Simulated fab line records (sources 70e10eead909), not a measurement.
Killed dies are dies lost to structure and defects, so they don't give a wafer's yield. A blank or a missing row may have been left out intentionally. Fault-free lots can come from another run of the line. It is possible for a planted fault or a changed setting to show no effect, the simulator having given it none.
Struck lot and sound lot, side by side ; flow nand_harc ; 13 out of 1159 route steps
Sound: these wafers, L358.2, L358.3, L358.5. Struck: wafers L373.4, L373.6. (L373.3 of the same lot was not struck and is left out.) The cause comes at the end.
Per side, at each step with rows, come the tool, then ch with its chambers, and then its first start. Under that, the readings that differ: sound wafers ; struck wafers ; difference of the means ; sigmas: that difference in standard deviations of wafers without a fault.
alike: a reading whose means differ by less than 2 such deviations, as well as words and numbers matching on both sides. not compared: withheld readings; readings where some wafer has no value; bounds like >300 that might hide an equal value; numbers whose values overlap and for which the record gives no deviation.
The two part at a step that has a row with sigmas, a row that says differs or no value, or rows on one side only. Numbers that don't overlap but have no deviation are shown without sigmas and don't part them. Lack of a reading on every wafer of one side parts them only where that side has two or more wafers.

NHARC_A_STAIRCASE_TRIM_224: chemistry O2, time 211.2 s.
  sound on rie_diel-07 ch 0,2,3; struck on rie_diel-09 ch 1
  alike: chamber_pressure_mTorr, drypump_motor_current_A, mfc_ar_sccm, oes_product_au, rf_vpp_V, showerhead_plenum_p_Torr, throttle_valve_pct
  not compared: rf_hours_counter_h
then, 1 step without rows for these wafers: NHARC_A_STAIRCASE_ETCH_225 (etches the open film in C4F8/O2, target depth 100 nm, time 40.5 s).
NHARC_A_STAIRCASE_TRIM_226: chemistry O2, time 211.2 s.
  sound on rie_diel-07 ch 1,2,3; struck on rie_diel-09 ch 2,3
  alike: chamber_pressure_mTorr, drypump_motor_current_A, mfc_ar_sccm, oes_product_au, rf_vpp_V, showerhead_plenum_p_Torr, throttle_valve_pct
  not compared: rf_hours_counter_h
then, 2 steps without rows for these wafers: NHARC_A_STAIRCASE_ETCH_227 (etches the open film in C4F8/O2, target depth 100 nm, time 40.5 s); NHARC_A_STAIRCASE_TRIM_229 (chemistry O2, time 211.2 s).
NHARC_A_STAIRCASE_ETCH_230: etches the open film in C4F8/O2, target depth 100 nm, time 40.5 s.
  sound on rie_diel-07 ch 0,1,2; struck on rie_diel-07 ch 1,3
  alike: chamber_pressure_mTorr, oes_product_au, rf_vpp_V, run_length_s
  not compared: rf_hours_counter_h
then, 3 steps without rows for these wafers: NHARC_A_STAIRCASE_TRIM_231 (chemistry O2, time 211.2 s); NHARC_A_STAIRCASE_ETCH_232 (etches the open film in C4F8/O2, target depth 100 nm, time 40.5 s); NHARC_A_STAIRCASE_TRIM_233 (chemistry O2, time 211.2 s).
NHARC_A_STAIRCASE_ETCH_234: etches the open film in C4F8/O2, target depth 100 nm, time 40.5 s.
  sound on rie_diel-07 ch 1,2,3; struck on rie_diel-07 ch 0,1
  alike: chamber_pressure_mTorr, oes_product_au, rf_vpp_V, run_length_s
  not compared: rf_hours_counter_h
NHARC_A_STAIRCASE_TRIM_235: chemistry O2, time 211.2 s.
  sound on rie_diel-07 ch 0,1,3; struck on rie_diel-07 ch 0,1
  alike: chamber_pressure_mTorr, drypump_motor_current_A, mfc_ar_sccm, oes_product_au, rf_vpp_V, showerhead_plenum_p_Torr, throttle_valve_pct
  not compared: rf_hours_counter_h
NHARC_A_STAIRCASE_ETCH_236: etches the open film in C4F8/O2, target depth 100 nm, time 40.5 s.
  sound on rie_diel-07 ch 1,2,3, day 11 18:23; struck on rie_diel-07 ch 1,3, day 15 07:30
reading;sound;struck;difference;sigmas
run_length_s (s);61.6 62.3 61.9;41.9 41.6;-20.2;-43
  alike: chamber_pressure_mTorr, oes_product_au, rf_vpp_V
  not compared: rf_hours_counter_h
-- jump in the record: it breaks off in module A_STAIRCASE and resumes in module END (first step shown: number 1159 of the route), and 8 days separate the struck wafers' starts before and after --
NHARC_END_SORT_01:
  the record has rows for the struck wafers here (prober-02 ch 0, day 23 01:51) and none for the sound ones

== WHERE THEY PART ==
First at NHARC_A_STAIRCASE_ETCH_236; last, within this record, at NHARC_END_SORT_01.

WHY: what had been put in by the simulator
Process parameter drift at NHARC_A_STAIRCASE_ETCH_236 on rie_diel-07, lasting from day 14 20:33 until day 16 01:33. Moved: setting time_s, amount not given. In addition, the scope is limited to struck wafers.
